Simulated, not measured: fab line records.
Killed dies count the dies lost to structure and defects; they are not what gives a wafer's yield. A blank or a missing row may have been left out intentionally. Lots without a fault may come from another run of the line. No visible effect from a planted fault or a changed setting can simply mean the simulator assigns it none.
Chamber matching | flow nand harc | pecvd-01 running NHARC_P_M0_PRE_CLEAN_31: 3 sister chambers
The step time 12 s. 3 wafers are shown with their chamber, then 12 later ones without.

== WAFERS, EACH WITH ITS CHAMBER ==
wafer  | chamber | heater power w (W)
L083.1 | 2       | 513
L083.3 | 1       | 612
L083.6 | 0       | 614

== WAFERS WHOSE CHAMBER IS MISSING ==
wafer  | heater power w (W)
L088.2 | 480
L088.4 | 462
L088.5 | 645
L086.1 | 555
L086.2 | 524
L086.6 | 553
L086.3 | 717
L086.4 | 522
L086.5 | 692
L089.1 | 590
L089.5 | 684
L089.6 | 541

== CHAMBER TAKEN BY EACH ==
wafer  | from the rows above          | in truth
L088.2 | can't be placed: 2 or 1 or 0 | 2
L088.4 | can't be placed: 2 or 1 or 0 | 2
L088.5 | can't be placed: 0 or 1 or 2 | 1
L086.1 | can't be placed: 2 or 1 or 0 | 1
L086.2 | can't be placed: 2 or 1 or 0 | 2
L086.6 | can't be placed: 2 or 1 or 0 | 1
L086.3 | can't be placed: 0 or 1 or 2 | 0
L086.4 | can't be placed: 2 or 1 or 0 | 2
L086.5 | can't be placed: 0 or 1 or 2 | 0
L089.1 | can't be placed: 1 or 0 or 2 | 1
L089.5 | can't be placed: 0 or 1 or 2 | 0
L089.6 | can't be placed: 2 or 1 or 0 | 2
Correctly placed: 0 of 12. Not placeable from these rows: 12 (in 12, the candidates include the true chamber). Wrongly placed: 0.
How it was worked out, from the rows above alone: a wafer's distance from a chamber is the root of the sum, over the readings, of the square of ((its reading less the chamber's mean) divided by the reading's scatter). The wafer belongs to the nearest chamber; if the next one is less than 2 further off, it can't be placed. Each chamber's mean is taken over the wafers shown for it. The scatter: with one shown wafer a chamber, the root of the mean of the squares of how far each hidden wafer lies from its nearest shown one.
